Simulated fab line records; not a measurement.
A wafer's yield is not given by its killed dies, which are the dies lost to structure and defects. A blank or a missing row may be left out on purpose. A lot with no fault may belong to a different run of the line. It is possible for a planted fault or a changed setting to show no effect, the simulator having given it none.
What tool caused it? / flow nand_harc / 18 wafers from 6 lots sampled at 5 of the route's 1159 steps

WHAT EACH GAUGE READ, for each wafer
NHARC_END_SORT_01.
lot=L770; measured=day 20 21:56; on=prober-02; killed_at_array=670 668 667

WHICH TOOL RAN EACH LOT (tool, then ch and the chambers of the sampled wafers, then the start)
lot=L765; NHARC_A_CHANNEL_FILL_D1_ALD_02=ald_hk-03 ch 1,3, day 9 05:32; NHARC_A_CHANNEL_FILL_D1_ALD_15=ald_sin_batch-02 ch 0, day 11 09:16 or earlier; NHARC_A_CHANNEL_FILL_D1_ETCHBACK_08=rie_diel-08 ch 0,1,3, day 11 09:16 or earlier; NHARC_A_STAIRCASE_ETCH_169=rie_diel-05 ch 1,3, day 11 09:16
lot=L770; NHARC_A_CHANNEL_FILL_D1_ALD_02=ald_hk-02 ch 0,2,3, day 10 09:23; NHARC_A_CHANNEL_FILL_D1_ALD_15=ald_sin_batch-01 ch 0, day 12 12:25 or earlier; NHARC_A_CHANNEL_FILL_D1_ETCHBACK_08=rie_diel-09 ch 1,2,3, day 12 12:25 or earlier; NHARC_A_STAIRCASE_ETCH_169=rie_diel-04 ch 0,3, day 12 12:25
lot=L774; NHARC_A_CHANNEL_FILL_D1_ALD_02=ald_hk-01 ch 0,1,3, day 11 21:47; NHARC_A_CHANNEL_FILL_D1_ALD_15=ald_sin_batch-01 ch 0, day 13 22:39 or earlier; NHARC_A_CHANNEL_FILL_D1_ETCHBACK_08=rie_diel-09 ch 1,2,3, day 13 22:39 or earlier; NHARC_A_STAIRCASE_ETCH_169=rie_diel-04 ch 0,1,3, day 13 22:39
lot=L777; NHARC_A_CHANNEL_FILL_D1_ALD_02=ald_hk-03 ch 1,2, day 12 07:26; NHARC_A_CHANNEL_FILL_D1_ALD_15=ald_sin_batch-01 ch 0, day 14 08:32 or earlier; NHARC_A_CHANNEL_FILL_D1_ETCHBACK_08=rie_diel-08 ch 0,1, day 14 08:32 or earlier; NHARC_A_STAIRCASE_ETCH_169=rie_diel-04 ch 1,2, day 14 08:32
lot=L778; NHARC_A_CHANNEL_FILL_D1_ALD_02=ald_hk-01 ch 0,1,3, day 12 18:49; NHARC_A_CHANNEL_FILL_D1_ALD_15=ald_sin_batch-02 ch 0, day 14 23:06 or earlier; NHARC_A_CHANNEL_FILL_D1_ETCHBACK_08=rie_diel-09 ch 0,2,3, day 14 23:06 or earlier; NHARC_A_STAIRCASE_ETCH_169=rie_diel-04 ch 0,1,2, day 14 23:06
lot=L784; NHARC_A_CHANNEL_FILL_D1_ALD_02=ald_hk-02 ch 1,2,3, day 14 06:14; NHARC_A_CHANNEL_FILL_D1_ALD_15=ald_sin_batch-01 ch 0, day 16 12:57 or earlier; NHARC_A_CHANNEL_FILL_D1_ETCHBACK_08=rie_diel-08 ch 0,1,3, day 16 12:57 or earlier; NHARC_A_STAIRCASE_ETCH_169=rie_diel-04 ch 1,2,3, day 16 12:57
- NHARC_A_CHANNEL_FILL_D1_ALD_02: deposits SiO2, target thk 6 nm, pulse time 10 s, ald cycles 60.
- NHARC_A_CHANNEL_FILL_D1_ALD_15: deposits SiNx, target thk 2 nm, pulse time 60 s, ald cycles 19.
- NHARC_A_CHANNEL_FILL_D1_ETCHBACK_08: etches the open film in C4F8, target depth 220 nm, time 110 s.
- NHARC_A_STAIRCASE_ETCH_169: etches the open film in CH3F/O2, target depth 50 nm, time 107.1 s.

THE ANSWER, worked out from the rows above alone
Rule: the usual values come from the lots themselves. Put in order of their means at a reading, lots are off if they are a third of the lots or fewer, leave a main group of 4 or more, and stand apart from it by a gap of 3 or more times the standard deviation of the main group's means; of several such gaps the widest counts. A main group is skipped when, at the precision printed for the reading in the tables above, its means are all equal. Also off: a lot with no number at a reading for which 4 or more lots have one. Where the step has rows for the other lots, those lots are counted as sound.
None of the lots is off at any reading shown; this tells nothing.

WHAT THE SIMULATOR HAD PUT IN
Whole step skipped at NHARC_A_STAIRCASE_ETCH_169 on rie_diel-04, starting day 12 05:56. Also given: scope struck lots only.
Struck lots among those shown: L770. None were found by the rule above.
